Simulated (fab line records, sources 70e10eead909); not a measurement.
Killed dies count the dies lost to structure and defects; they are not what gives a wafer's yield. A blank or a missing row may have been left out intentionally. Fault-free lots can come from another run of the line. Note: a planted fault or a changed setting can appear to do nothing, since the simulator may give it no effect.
Which tool did it? / flow nand harc / 6 lots with 17 wafers sampled at 2 steps, on a route of 1159 steps

## WHAT THE GAUGES READ, wafer by wafer
NHARC_HYBRID_BOND_INSPECT_06: inspects for defects (ir void).
lot=L995; measured=day 18 21:45; on=defect inspect-02; raw defect count=15 8 5
lot=L100; measured=day 20 08:11; on=defect inspect-01; raw defect count=29 28 27
lot=L103; measured=day 21 02:30; on=defect inspect-02; raw defect count=44 41 45
lot=L111; measured=day 23 08:59; on=defect inspect-02; raw defect count=17
lot=L112; measured=day 23 18:55; on=defect inspect-01; raw defect count=59 56 55
lot=L117; measured=day 24 02:38; on=defect inspect-02; raw defect count=29 16 23

## TOOL THAT RAN EACH LOT (tool first, then ch and the chambers of the sampled wafers, then the start)
lot=L995; NHARC_A_BONDPAD_ECD_18=ecd cu-02 ch 0,1, day 18 11:25
lot=L100; NHARC_A_BONDPAD_ECD_18=ecd cu-02 ch 0,1, day 19 20:24
lot=L103; NHARC_A_BONDPAD_ECD_18=ecd cu-02 ch 0,1, day 20 18:07
lot=L111; NHARC_A_BONDPAD_ECD_18=ecd cu-02 ch 0, day 22 19:28
lot=L112; NHARC_A_BONDPAD_ECD_18=ecd cu-01 ch 0, day 23 07:48
lot=L117; NHARC_A_BONDPAD_ECD_18=ecd cu-01 ch 0,1, day 23 15:31
- NHARC_A_BONDPAD_ECD_18: material Cu, target thk 400 nm.

## THE ANSWER, worked out from the rows above alone
Rule: the lots themselves supply what counts as usual. Put in order of their means at a reading, lots are off if they are a third of the lots or fewer, leave a main group of 4 or more, and stand apart from it by a gap of 3 or more times the standard deviation of the main group's means; of several such gaps the widest counts. A main group whose means are all the same, to the digits that the tables above print for the reading, isn't used. A lot without any number at a reading at which 4 lots or more have one is off too. All remaining lots with rows at the step are treated as sound.
No lot is off at any reading shown: from this, nothing can be told.

## WHAT HAD BEEN PUT IN BY THE SIMULATOR
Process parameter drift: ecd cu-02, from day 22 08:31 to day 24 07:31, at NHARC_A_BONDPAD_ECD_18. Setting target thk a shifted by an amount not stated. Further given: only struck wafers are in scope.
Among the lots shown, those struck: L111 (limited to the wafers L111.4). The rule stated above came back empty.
